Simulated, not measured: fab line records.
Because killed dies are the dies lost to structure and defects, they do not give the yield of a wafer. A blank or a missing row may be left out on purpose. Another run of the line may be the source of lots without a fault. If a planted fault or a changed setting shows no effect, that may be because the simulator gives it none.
Chamber matching -- flow n5Finfet -- N5_BEOL_M1_STRIP_66 on rieDiel-02 has 4 sister chambers
The step strips in CF4. 4 wafers are shown with their chamber, then 8 later ones without.

== EACH WAFER AND ITS CHAMBER ==
wafer,chamber,showerheadPlenumPTorr (Torr)
L078.5,0,1.88
L083.3,1,1.73
L083.6,3,1.84
L090.1,2,1.80

== WAFERS WHOSE CHAMBER IS MISSING ==
wafer,showerheadPlenumPTorr (Torr)
L090.5,1.88
L090.6,1.84
L092.1,1.80
L092.2,1.72
L092.4,1.84
L093.3,1.80
L093.5,1.80
L093.6,1.84

== WHICH CHAMBER EACH WENT THROUGH ==
wafer,from the rows above,in truth
L090.5,0,0
L090.6,3,3
L092.1,2,2
L092.2,1,1
L092.4,3,3
L093.3,2,2
L093.5,2,2
L093.6,3,3
Correct placement for 8 of the 8. Left unplaced by these rows: 0. Wrongly placed: 0.
How it was worked out, from the rows above alone: a wafer's distance from a chamber is the root of the sum, over the readings, of the square of ((its reading less the chamber's mean) divided by the reading's scatter). The wafer belongs to the nearest chamber; if the next one is less than 2 further off, it can't be placed. The mean given for a chamber averages the wafers shown for that chamber. The scatter (one wafer shown for each chamber): square how far every hidden wafer sits from the nearest shown wafer, average those squares and take the square root.
